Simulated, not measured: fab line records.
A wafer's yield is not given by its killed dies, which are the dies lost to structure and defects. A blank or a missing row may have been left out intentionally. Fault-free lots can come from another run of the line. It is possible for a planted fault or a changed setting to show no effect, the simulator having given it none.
fab line records -- flow n5_finfet
record lots=7, wafers=39
route steps=1938 shown DUMMY_GATE@228 HKMG_FIN@438 MOL_CONTACT_COAG@570
start_h: start of the lot's first displayed wafer, in hours after the record's first day -- wait_h: hours elapsed since this lot's preceding step -- " same as the row above -- L1.1+2: a row that stands for several wafers -- - no value, or no start was given -- * or withheld: withheld -- < > ~ a bound
route shown NAME@n: a module of which the file shows steps, and the number in the route of the first -- usual: mean/standard deviation taken from wafers without a fault -- same: alike in all rows -- chamber/n: place in a boat -- sites: the reading at each site -- _std_site: their standard deviation -- _edge_site: mean of outer sites minus mean of inner sites -- radius_mm: for every site, how far away it sits from the centre of the wafer -- mask NAME#n: copy n -- behind: the most recent tool/chamber to have shaped the wafer -- hold: cause of the lot's hold/its duration in hours/its outcome -- device: transistor that didn't switch, given as n, p or np -- end of line: tests run on the same wafers once the route is complete -- a step given without rows: its recipe and nothing more -- killed: at the first sort, the dies lost to defects and structure; wafer yield is something else -- map: per-die view of a wafer (x killed, . not killed, _ where there is no die)
set.NAME: the setting the step ran with; set.NAME@STEP: the setting that earlier step ran with -- model.NAME: the simulator's own value behind a step, which no gauge read
lots whose settings were changed on purpose; a table a step, a row a wafer
## steps
# step N5_DUMMY_GATE_EXPOSE_12
# recipe mask_id=GATE, na=0.33, source_shape=annular, sigma_inner=0.2, sigma_outer=0.6, polarization=unpolarized, target_cd_nm=25, dose_mj=34
lot.wafer,tool,chamber,start_h,wait_h,mask,set.dose_mj
L080.1+2+3+4+5+6,euv_scanner-01,0,84.86,-,GATE#0,34
L084.1+2+3,euv_scanner-01,0,109.49,-,GATE#0,33.18
L084.4+5+6,euv_scanner-01,0,109.49,-,GATE#0,34
L087.1+5+6,euv_scanner-01,0,127.93,-,GATE#0,34
L088.1+2+3+4+5+6,euv_scanner-02,0,134.06,-,GATE#0,34
L091.1+4+5,euv_scanner-02,0,147.12,-,GATE#0,34
L091.2+3+6,euv_scanner-02,0,147.12,-,GATE#0,34.88
L092.1+2+3+4+5+6,euv_scanner-01,0,155.51,-,GATE#0,34
L095.1+3+6,euv_scanner-01,0,187.91,-,GATE#0,34
L095.2+4+5,euv_scanner-01,0,187.91,-,GATE#0,31.38
# step N5_DUMMY_GATE_PEB_13
# recipe peb_temp_c=100, peb_time_s=60, resist=CAR-EUV
# step N5_DUMMY_GATE_DEVELOP_14
# recipe develop_time_s=30, developer=TMAH, resist=CAR-EUV, rinse_liquid=surfactant_rinse, dry=air_spin, dev_temp_c=23
# step N5_DUMMY_GATE_CD_MEAS_15
# recipe target_cd_nm=25.8, landing_energy_ev=500, detector=se_inlens
# usual cd_nm=25.03/0.22
lot.wafer,tool,chamber,start_h,wait_h,set.dose_mj@DUMMY_GATE_EXPOSE_12,cd_nm
L080.1,cd_sem-02,0,84.98,-,34,25.39
L080.2,cd_sem-02,0,84.98,-,34,25.30
L080.3,cd_sem-02,0,84.98,-,34,25.38
L080.4,cd_sem-02,0,84.98,-,34,24.98
L080.5,cd_sem-02,0,84.98,-,34,25.21
L080.6,cd_sem-02,0,84.98,-,34,25.30
L084.1,cd_sem-03,0,109.61,-,33.18,25.34
L084.2,cd_sem-03,0,109.61,-,33.18,25.35
L084.3,cd_sem-03,0,109.61,-,33.18,25.57
L084.4,cd_sem-03,0,109.61,-,34,24.91
L084.5,cd_sem-03,0,109.61,-,34,25.34
L084.6,cd_sem-03,0,109.61,-,34,24.93
L087.1,cd_sem-02,0,128.06,-,34,25.17
L087.5,cd_sem-02,0,128.06,-,34,25.50
L087.6,cd_sem-02,0,128.06,-,34,25.15
L088.1,cd_sem-03,0,134.19,-,34,25.05
L088.2,cd_sem-03,0,134.19,-,34,24.96
L088.3,cd_sem-03,0,134.19,-,34,24.77
L088.4,cd_sem-03,0,134.19,-,34,25.29
L088.5,cd_sem-03,0,134.19,-,34,24.72
L088.6,cd_sem-03,0,134.19,-,34,24.82
L091.1,cd_sem-01,0,147.25,-,34,25.07
L091.2,cd_sem-01,0,147.25,-,34.88,24.50
L091.3,cd_sem-01,0,147.25,-,34.88,24.40
L091.4,cd_sem-01,0,147.25,-,34,25.17
L091.5,cd_sem-01,0,147.25,-,34,25.05
L091.6,cd_sem-01,0,147.25,-,34.88,24.91
L092.1,cd_sem-01,0,155.64,-,34,24.96
L092.2,cd_sem-01,0,155.64,-,34,24.67
L092.3,cd_sem-01,0,155.64,-,34,24.89
L092.4,cd_sem-01,0,155.64,-,34,24.68
L092.5,cd_sem-01,0,155.64,-,34,24.79
L092.6,cd_sem-01,0,155.64,-,34,25.08
L095.1,cd_sem-02,0,188.03,-,34,25.31
L095.2,cd_sem-02,0,188.03,-,31.38,26.70
L095.3,cd_sem-02,0,188.03,-,34,25.09
L095.4,cd_sem-02,0,188.03,-,31.38,26.79
L095.5,cd_sem-02,0,188.03,-,31.38,26.62
L095.6,cd_sem-02,0,188.03,-,34,25.12
# step N5_DUMMY_GATE_ETCH_37
# recipe chemistry=N2/H2, target=SOC, target_depth_a=600, overetch_a=300, temp_c=40, ion_energy_ev=200, pressure_mtorr=30, source_w=840, bias_w=150, n2_flow_sccm=200, h2_flow_sccm=200
# usual rf_vpp_V=524/3
lot.wafer,tool,chamber,start_h,wait_h,set.source_w,rf_vpp_V
L080.1,rie_diel-06,3,85.47,0.0,791.3,538
L080.2,rie_diel-06,2,85.47,0.0,840,526
L080.3,rie_diel-06,0,85.47,0.0,791.3,531
L080.4,rie_diel-06,1,85.47,0.0,840,520
L080.5,rie_diel-06,3,85.47,0.0,840,527
L080.6,rie_diel-06,0,85.47,0.0,791.3,531
L084.1,rie_diel-04,3,109.89,0.0,840,528
L084.2,rie_diel-04,0,109.89,0.0,947.3,505
L084.3,rie_diel-04,1,109.89,0.0,840,529
L084.4,rie_diel-04,2,109.89,0.0,947.3,501
L084.5,rie_diel-04,0,109.89,0.0,840,526
L084.6,rie_diel-04,1,109.89,0.0,947.3,505
L087.1,rie_diel-04,0,128.33,0.0,840,525
L087.5,rie_diel-04,0,128.33,0.0,840,525
L087.6,rie_diel-04,3,128.33,0.0,840,527
L088.1,rie_diel-05,0,134.47,0.0,890.4,511
L088.2,rie_diel-05,2,134.47,0.0,840,527
L088.3,rie_diel-05,1,134.47,0.0,890.4,511
L088.4,rie_diel-05,3,134.47,0.0,840,522
L088.5,rie_diel-05,1,134.47,0.0,890.4,512
L088.6,rie_diel-05,0,134.47,0.0,840,523
L091.1,rie_diel-06,0,147.53,0.0,840,528
L091.2,rie_diel-06,3,147.53,0.0,840,527
L091.3,rie_diel-06,1,147.53,0.0,840,529
L091.4,rie_diel-06,3,147.53,0.0,963.7,503
L091.5,rie_diel-06,1,147.53,0.0,963.7,506
L091.6,rie_diel-06,0,147.53,0.0,963.7,505
L092.1,rie_diel-05,2,156.07,0.0,840,524
L092.2,rie_diel-05,0,156.07,0.0,840,522
L092.3,rie_diel-05,1,156.07,0.0,840,522
L092.4,rie_diel-05,3,156.07,0.0,908.9,508
L092.5,rie_diel-05,1,156.07,0.0,908.9,508
L092.6,rie_diel-05,2,156.07,0.0,908.9,511
L095.1,rie_diel-05,3,188.49,0.0,883.1,511
L095.2,rie_diel-05,2,188.49,0.0,840,525
L095.3,rie_diel-05,0,188.49,0.0,840,522
L095.4,rie_diel-05,1,188.49,0.0,883.1,514
L095.5,rie_diel-05,2,188.49,0.0,840,524
L095.6,rie_diel-05,3,188.49,0.0,883.1,510
# step N5_HKMG_FIN_ETCH_35
# recipe chemistry=N2/H2, target=SOC, target_depth_a=2158, ion_energy_ev=65, bias_w=5, source_w=3000, time_s=243.4, pressure_mtorr=30, n2_flow_sccm=200, h2_flow_sccm=200
# usual rf_vpp_V=141.1/1.1
lot.wafer,tool,chamber,start_h,wait_h,set.source_w,rf_vpp_V,model.HKMG_FIN.feature_depth_nm,model.etch.depth_nm,model.SOC_of_HKMG_FIN_COAT_29.thk_nm
L080.1,rie_diel-03,0,117.39,0.0,3575,135.9,258.2,258.2,41.8
L080.2,rie_diel-03,2,117.39,0.0,3000,138.5,218.2,218.1,81.6
L080.3,rie_diel-03,1,117.39,0.0,3575,133.0,254.8,254.7,44.6
L080.4,rie_diel-03,3,117.39,0.0,3000,141.0,223.2,223.2,76.6
L080.5,rie_diel-03,2,117.39,0.0,3575,132.2,252.8,252.8,47.4
L080.6,rie_diel-03,3,117.39,0.0,3000,142.1,221.4,221.3,77.6
L084.1,rie_diel-02,1,138.72,0.0,3000,140.8,214,214,86.4
L084.2,rie_diel-02,0,138.72,0.0,2795,143.9,208.8,208.7,90.8
L084.3,rie_diel-02,2,138.72,0.0,2795,146.2,202.6,202.5,98.4
L084.4,rie_diel-02,3,138.72,0.0,2795,144.9,194.2,194.1,105.6
L084.5,rie_diel-02,0,138.72,0.0,3000,141.5,219.8,219.8,78.6
L084.6,rie_diel-02,1,138.72,0.0,3000,140.6,215.6,215.6,84.6
L087.1,rie_diel-03,3,157.22,0.0,3000,140.6,220.6,220.5,81.2
L087.5,rie_diel-03,0,157.22,0.0,3000,142.3,222,221.9,80.4
L087.6,rie_diel-03,3,157.22,0.0,3000,141.6,221.8,221.9,79.6
L088.1,rie_diel-01,3,162.17,0.0,3000,141.2,217.6,217.6,84
L088.2,rie_diel-01,0,162.17,0.0,3000,140.9,214.8,214.8,87
L088.3,rie_diel-01,2,162.17,0.0,3000,143.0,223.4,223.5,78
L088.4,rie_diel-01,1,162.17,0.0,3000,141.5,227,226.9,74.8
L088.5,rie_diel-01,3,162.17,0.0,3000,141.8,219,219,82.2
L088.6,rie_diel-01,2,162.17,0.0,3000,139.9,223.6,223.5,77.6
L091.1,rie_diel-02,0,175.70,0.0,2434,151.7,185,185,115.4
L091.2,rie_diel-02,3,175.70,0.0,2434,151.7,175.8,175.7,124.6
L091.3,rie_diel-02,2,175.70,0.0,3000,142.9,217,217,83
L091.4,rie_diel-02,0,175.70,0.0,2434,150.5,185.8,185.7,113.8
L091.5,rie_diel-02,3,175.70,0.0,3000,142.0,209,209.1,90
L091.6,rie_diel-02,2,175.70,0.0,3000,142.3,217.2,217.1,82.2
L092.1,rie_diel-02,2,184.16,0.0,2831,145.3,205.6,205.7,94.2
L092.2,rie_diel-02,0,184.16,0.0,2831,141.9,209.4,209.3,90.2
L092.3,rie_diel-02,3,184.16,0.0,3000,141.2,208.2,208.2,91.2
L092.4,rie_diel-02,3,184.16,0.0,2831,144.4,198,198,100.8
L092.5,rie_diel-02,0,184.16,0.0,3000,139.8,217.2,217.2,82.8
L092.6,rie_diel-02,2,184.16,0.0,3000,140.6,215,214.9,85
L095.1,rie_diel-01,0,217.64,0.0,3000,140.8,229.2,229.3,70.2
L095.2,rie_diel-01,2,217.64,0.0,3000,141.9,222,222.1,77.6
L095.3,rie_diel-01,1,217.64,0.0,2518,149.7,195,195.1,104.2
L095.4,rie_diel-01,3,217.64,0.0,2518,151.1,190,190.1,109.6
L095.5,rie_diel-01,3,217.64,0.0,2518,150.2,189.4,189.3,111.2
L095.6,rie_diel-01,0,217.64,0.0,3000,139.4,228.8,228.9,70.8
# step N5_MOL_CONTACT_COAG_EXPOSE_81
# recipe mask_id=VG, na=0.33, source_shape=annular, sigma_inner=0.3, sigma_outer=0.7, polarization=unpolarized, defocus_nm=0, dose_mj=59.5
lot.wafer,tool,chamber,start_h,wait_h,mask,set.dose_mj
L080.1+3+4,euv_scanner-01,0,147.21,-,VG#0,60.97
L080.2+5+6,euv_scanner-01,0,147.21,-,VG#0,59.5
L084.1+4+5,euv_scanner-02,0,159.09,-,VG#0,62.54
L084.2+3+6,euv_scanner-02,0,159.09,-,VG#0,59.5
L087.1+5+6,euv_scanner-02,0,176.42,-,VG#0,59.5
L088.1+2+4,euv_scanner-01,0,186.55,-,VG#0,59.5
L088.3+5+6,euv_scanner-01,0,186.55,-,VG#0,61.86
L091.1+3+4,euv_scanner-02,0,197.70,-,VG#0,59.5
L091.2+5+6,euv_scanner-02,0,197.70,-,VG#0,56.83
L092.1+3+5,euv_scanner-01,0,206.40,-,VG#0,59.5
L092.2+4+6,euv_scanner-01,0,206.40,-,VG#0,55.84
L095.1+3+5,euv_scanner-01,0,242.94,-,VG#0,57.97
L095.2+4+6,euv_scanner-01,0,242.94,-,VG#0,59.5
# step N5_MOL_CONTACT_COAG_PEB_82
# recipe peb_temp_c=100, peb_time_s=60, resist=CAR-EUV
# step N5_MOL_CONTACT_COAG_DEVELOP_83
# recipe develop_time_s=30, developer=TMAH, resist=CAR-EUV, rinse_liquid=surfactant_rinse, dry=air_spin, dev_temp_c=23
# step N5_MOL_CONTACT_COAG_CD_MEAS_84
# recipe target_cd_nm=25.1, landing_energy_ev=500, detector=se_inlens, polarity=opening
# usual cd_nm=25.18/0.23
lot.wafer,tool,chamber,start_h,wait_h,set.dose_mj@MOL_CONTACT_COAG_EXPOSE_81,cd_nm
L080.1,cd_sem-01,0,147.36,-,60.97,25.70
L080.2,cd_sem-01,0,147.36,-,59.5,25.08
L080.3,cd_sem-01,0,147.36,-,60.97,25.76
L080.4,cd_sem-01,0,147.36,-,60.97,25.57
L080.5,cd_sem-01,0,147.36,-,59.5,25.17
L080.6,cd_sem-01,0,147.36,-,59.5,24.87
L084.1,cd_sem-01,0,159.24,-,62.54,25.77
L084.2,cd_sem-01,0,159.24,-,59.5,25.45
L084.3,cd_sem-01,0,159.24,-,59.5,25.13
L084.4,cd_sem-01,0,159.24,-,62.54,26.34
L084.5,cd_sem-01,0,159.24,-,62.54,26.02
L084.6,cd_sem-01,0,159.24,-,59.5,24.91
L087.1,cd_sem-02,0,176.57,-,59.5,25.19
L087.5,cd_sem-02,0,176.57,-,59.5,25.57
L087.6,cd_sem-02,0,176.57,-,59.5,25.49
L088.1,cd_sem-03,0,186.69,-,59.5,25.14
L088.2,cd_sem-03,0,186.69,-,59.5,25.28
L088.3,cd_sem-03,0,186.69,-,61.86,26.02
L088.4,cd_sem-03,0,186.69,-,59.5,25.29
L088.5,cd_sem-03,0,186.69,-,61.86,26.16
L088.6,cd_sem-03,0,186.69,-,61.86,26.07
L091.1,cd_sem-02,0,197.85,-,59.5,25.15
L091.2,cd_sem-02,0,197.85,-,56.83,23.85
L091.3,cd_sem-02,0,197.85,-,59.5,25.38
L091.4,cd_sem-02,0,197.85,-,59.5,25.02
L091.5,cd_sem-02,0,197.85,-,56.83,24.28
L091.6,cd_sem-02,0,197.85,-,56.83,23.85
L092.1,cd_sem-02,0,206.54,-,59.5,25.15
L092.2,cd_sem-02,0,206.54,-,55.84,24.11
L092.3,cd_sem-02,0,206.54,-,59.5,24.87
L092.4,cd_sem-02,0,206.54,-,55.84,24.36
L092.5,cd_sem-02,0,206.54,-,59.5,24.96
L092.6,cd_sem-02,0,206.54,-,55.84,23.74
L095.1,cd_sem-03,0,243.08,-,57.97,24.61
L095.2,cd_sem-03,0,243.08,-,59.5,25.51
L095.3,cd_sem-03,0,243.08,-,57.97,24.42
L095.4,cd_sem-03,0,243.08,-,59.5,25.68
L095.5,cd_sem-03,0,243.08,-,57.97,24.50
L095.6,cd_sem-03,0,243.08,-,59.5,25.23
# step N5_MOL_CONTACT_COAG_ANNEAL_112
# recipe temp_c=400, time_s=1800, ambient=HPD2, pressure_atm=10
# usual wafer_temp_C_max=403.5/0.67
lot.wafer,tool,chamber,start_h,wait_h,set.temp_c,wafer_temp_C_max
L080.1,hp_anneal-01,0,150.60,0.0,405.7,409.3
L080.2,hp_anneal-01,0,150.60,0.0,405.7,411.9
L080.3,hp_anneal-01,0,150.60,0.0,405.7,410.9
L080.4,hp_anneal-01,0,150.60,0.0,405.7,410.0
L080.5,hp_anneal-01,0,150.60,0.0,405.7,409.6
L080.6,hp_anneal-01,0,150.60,0.0,405.7,409.7
L084.1,hp_anneal-01,0,162.86,0.0,412,414.5
L084.2,hp_anneal-01,0,162.86,0.0,412,415.5
L084.3,hp_anneal-01,0,162.86,0.0,412,415.2
L084.4,hp_anneal-01,0,162.86,0.0,412,414.8
L084.5,hp_anneal-01,0,162.86,0.0,412,416.6
L084.6,hp_anneal-01,0,162.86,0.0,412,416.0
L087.1,hp_anneal-01,0,181.53,1.4,400,404.7
L087.5,hp_anneal-01,0,181.53,1.4,400,403.5
L087.6,hp_anneal-01,0,181.53,1.4,400,404.0
L088.1,hp_anneal-01,0,190.30,0.0,390.6,394.0
L088.2,hp_anneal-01,0,190.30,0.0,390.6,394.4
L088.3,hp_anneal-01,0,190.30,0.0,390.6,393.9
L088.4,hp_anneal-01,0,190.30,0.0,390.6,393.2
L088.5,hp_anneal-01,0,190.30,0.0,390.6,394.4
L088.6,hp_anneal-01,0,190.30,0.0,390.6,394.3
L091.1,hp_anneal-01,0,201.14,0.0,404.8,407.6
L091.2,hp_anneal-01,0,201.14,0.0,404.8,408.1
L091.3,hp_anneal-01,0,201.14,0.0,404.8,407.9
L091.4,hp_anneal-01,0,201.14,0.0,404.8,408.6
L091.5,hp_anneal-01,0,201.14,0.0,404.8,408.1
L091.6,hp_anneal-01,0,201.14,0.0,404.8,407.8
L092.1,hp_anneal-01,0,210.02,0.0,408.1,411.9
L092.2,hp_anneal-01,0,210.02,0.0,408.1,412.0
L092.3,hp_anneal-01,0,210.02,0.0,408.1,412.2
L092.4,hp_anneal-01,0,210.02,0.0,408.1,411.4
L092.5,hp_anneal-01,0,210.02,0.0,408.1,411.9
L092.6,hp_anneal-01,0,210.02,0.0,408.1,412.6
L095.1,hp_anneal-01,0,247.75,0.0,405.4,408.4
L095.2,hp_anneal-01,0,247.75,0.0,405.4,408.1
L095.3,hp_anneal-01,0,247.75,0.0,405.4,408.4
L095.4,hp_anneal-01,0,247.75,0.0,405.4,408.4
L095.5,hp_anneal-01,0,247.75,0.0,405.4,410.5
L095.6,hp_anneal-01,0,247.75,0.0,405.4,410.4
## key
split step=N5_DUMMY_GATE_EXPOSE_12, setting=dose_mj, stated=34, by=wafer
response step=N5_DUMMY_GATE_CD_MEAS_15, reading=cd_nm, change=-0.194, per=1%, r=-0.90
split step=N5_DUMMY_GATE_ETCH_37, setting=source_w, stated=840, by=wafer
response step=N5_DUMMY_GATE_ETCH_37, reading=rf_vpp_V, change=-1.75, per=1%, r=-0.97
split step=N5_HKMG_FIN_ETCH_35, setting=source_w, stated=3000, by=wafer
response step=N5_HKMG_FIN_ETCH_35, reading=rf_vpp_V, change=-0.47, per=1%, r=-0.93
response step=N5_HKMG_FIN_ETCH_35, reading=model.HKMG_FIN.feature_depth_nm, change=+1.87, per=1%, r=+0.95
response step=N5_HKMG_FIN_ETCH_35, reading=model.etch.depth_nm, change=+1.87, per=1%, r=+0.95
response step=N5_HKMG_FIN_ETCH_35, reading=model.SOC_of_HKMG_FIN_COAT_29.thk_nm, change=-1.88, per=1%, r=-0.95
split step=N5_MOL_CONTACT_COAG_EXPOSE_81, setting=dose_mj, stated=59.5, by=wafer
response step=N5_MOL_CONTACT_COAG_CD_MEAS_84, reading=cd_nm, change=+0.203, per=1%, r=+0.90
split step=N5_MOL_CONTACT_COAG_ANNEAL_112, setting=temp_c, stated=400, by=lot
response step=N5_MOL_CONTACT_COAG_ANNEAL_112, reading=wafer_temp_C_max, change=*, per=1%, r=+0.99
